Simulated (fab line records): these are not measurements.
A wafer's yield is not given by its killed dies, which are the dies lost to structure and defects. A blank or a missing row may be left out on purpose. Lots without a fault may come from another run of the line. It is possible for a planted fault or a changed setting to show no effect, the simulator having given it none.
Matching of chambers	flow nand harc	NHARC_A_STAIRCASE_DESCUM_11 on rie diel-04: 4 sister chambers
The step chemistry O2, time 3 s. 7 wafers are shown with their chamber, then 7 later ones without.

## WAFERS PAIRED WITH THEIR CHAMBERS
wafer	chamber	drypump motor current A (A)	oes product au (a.u.)
L079.1	0	5.8	1.000
L079.2	1	6.5	1.030
L081.2	3	6.1	0.997
L081.5	2	6.3	1.003
L081.6	1	6.6	1.034
L087.2	2	6.3	0.987
L087.4	3	6.2	1.001

## WAFERS WHOSE CHAMBER IS MISSING
wafer	drypump motor current A (A)	oes product au (a.u.)
L087.5	5.8	1.005
L085.3	6.3	0.995
L085.5	5.8	0.990
L085.6	6.1	0.997
L090.3	6.5	1.017
L090.4	5.8	0.997
L090.5	6.1	0.999

## EACH ONE'S CHAMBER
wafer	from the rows above	in truth
L087.5	0	0
L085.3	2	2
L085.5	0	0
L085.6	3	3
L090.3	1	1
L090.4	0	0
L090.5	3	3
7 of 7 placed correctly. Not placeable from these rows: 0. Wrongly placed: 0.
How it was worked out, from the rows above alone: a wafer's distance from a chamber is the root of the sum, over the readings, of the square of ((its reading less the chamber's mean) divided by the reading's scatter). The wafer belongs to the nearest chamber; if the next one is less than 2 further off, it can't be placed. A chamber's mean is the mean of its shown wafers. How the scatter is found: for the shown wafers, subtract from each reading the mean of its chamber, square and add these, divide the total by (wafers less chambers), then take the root.
